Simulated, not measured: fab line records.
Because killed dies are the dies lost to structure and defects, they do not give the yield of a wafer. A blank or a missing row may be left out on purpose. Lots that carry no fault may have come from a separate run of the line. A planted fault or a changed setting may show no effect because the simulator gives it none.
Which of the tools did it? | flow nand_harc | 18 wafers from 6 lots sampled at 5 of the route's 1302 steps

== WHAT EACH GAUGE READ, for each wafer ==
NHARC_END_SORT_01.
lot  | measured     | on        | defect_limited_yield (%)
L584 | day 30 13:58 | prober-01 | 93.2 94.1 0

== EACH LOT AND THE TOOL THAT RAN IT (in order: tool; ch and the chambers of the sampled wafers; start) ==
lot  | NHARC_A_BONDPAD_PVD_17                  | NHARC_THIN_TSV_DESCUM_14           | NHARC_THIN_TSV_STRIP_62              | NHARC_THIN_TSV_ECD_20
L570 | pvd_sputter-03, day 24 00:23 or earlier | rie_diel-03 ch 0,1,3, day 24 00:23 | plasma_asher-02 ch 0,1, day 24 03:01 | ecd_cu-02 ch 0,1, day 24 03:44
L573 | pvd_sputter-01, day 25 02:30 or earlier | rie_diel-06 ch 0,1,3, day 25 02:30 | plasma_asher-02 ch 0,1, day 25 05:20 | ecd_cu-02 ch 0,1, day 25 06:04
L574 | pvd_sputter-02, day 26 13:26 or earlier | rie_diel-03 ch 0,2,3, day 26 13:26 | plasma_asher-01 ch 0,1, day 26 15:52 | ecd_cu-01 ch 0,1, day 26 16:35
L580 | pvd_sputter-02, day 28 01:26 or earlier | rie_diel-06 ch 0,1,3, day 28 01:26 | plasma_asher-02 ch 0,1, day 28 04:25 | ecd_cu-01 ch 0,1, day 28 05:09
L583 | pvd_sputter-01, day 29 07:13 or earlier | rie_diel-01 ch 0,2,3, day 29 07:13 | plasma_asher-02 ch 0,1, day 29 09:43 | ecd_cu-02 ch 0,1, day 29 10:20
L584 | pvd_sputter-03, day 29 23:43 or earlier | rie_diel-03 ch 0,2,3, day 29 23:43 | plasma_asher-02 ch 0,1, day 30 02:10 | ecd_cu-02 ch 0,1, day 30 02:52
- NHARC_A_BONDPAD_PVD_17: deposits TaN, target thk 5 nm, time 8.06 s.
- NHARC_THIN_TSV_DESCUM_14: chemistry O2, time 3 s.
- NHARC_THIN_TSV_STRIP_62: strips in N2/H2, time 20 s.
- NHARC_THIN_TSV_ECD_20: material Cu, target thk 2000 nm.

== THE ANSWER, worked out from the rows above alone ==
Rule: what is usual is taken from the lots themselves. The widest of any qualifying gaps counts: lots, ordered by their means at a reading, are off when they make up no more than a third of the lots, leave a main group of 4 or more, and stand apart from it by 3 or more times the standard deviation of that group's means. A main group is skipped when, at the precision printed for the reading in the tables above, its means are all equal. Also off: a lot with no number at a reading for which 4 or more lots have one. All remaining lots with rows at the step are treated as sound.
Across all readings shown, no lot is off: no conclusion can be drawn from this.

== WHAT THE SIMULATOR PUT IN ==
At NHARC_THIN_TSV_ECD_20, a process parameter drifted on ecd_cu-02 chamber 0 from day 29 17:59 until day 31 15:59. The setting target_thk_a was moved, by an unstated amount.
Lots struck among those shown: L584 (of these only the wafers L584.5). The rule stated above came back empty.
